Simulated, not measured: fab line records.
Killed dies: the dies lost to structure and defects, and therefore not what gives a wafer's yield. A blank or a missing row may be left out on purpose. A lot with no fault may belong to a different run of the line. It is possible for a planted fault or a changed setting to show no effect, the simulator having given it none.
Chamber matching | flow n5_finfet | rie_diel-03 running N5_DUMMY_REMOVAL_HM_STRIP_01: 4 sister chambers
The step strips SiNx in CH3F/O2, stops on poly-Si, target depth 4 nm, time 6.8 s. 4 wafers are shown with their chamber, then 7 later ones without.

WAFERS, EACH WITH ITS CHAMBER
wafer  | chamber | drypump_motor_current_A (A)
L080.2 | 2       | 5.8
L087.4 | 3       | 5.4
L088.2 | 0       | 6.3
L088.3 | 1       | 5.1

WAFERS WITHOUT THEIR CHAMBER
wafer  | drypump_motor_current_A (A)
L088.5 | 5.7
L091.1 | 5.1
L091.3 | 6.2
L091.6 | 5.8
L092.2 | 5.4
L092.5 | 5.8
L092.6 | 5.1

CHAMBER TAKEN BY EACH
wafer  | from the rows above | in truth
L088.5 | 2                   | 2
L091.1 | 1                   | 1
L091.3 | 0                   | 0
L091.6 | 2                   | 2
L092.2 | 3                   | 3
L092.5 | 2                   | 2
L092.6 | 1                   | 1
Placed correctly: 7 of 7. Not placeable from these rows: 0. Wrongly placed: 0.
How it was worked out, from the rows above alone: a wafer's distance from a chamber is the root of the sum, over the readings, of the square of ((its reading less the chamber's mean) divided by the reading's scatter). The wafer belongs to the nearest chamber; if the next one is less than 2 further off, it can't be placed. Each chamber's mean is taken over the wafers shown for it. The scatter (one wafer shown for each chamber): square how far every hidden wafer sits from the nearest shown wafer, average those squares and take the square root.
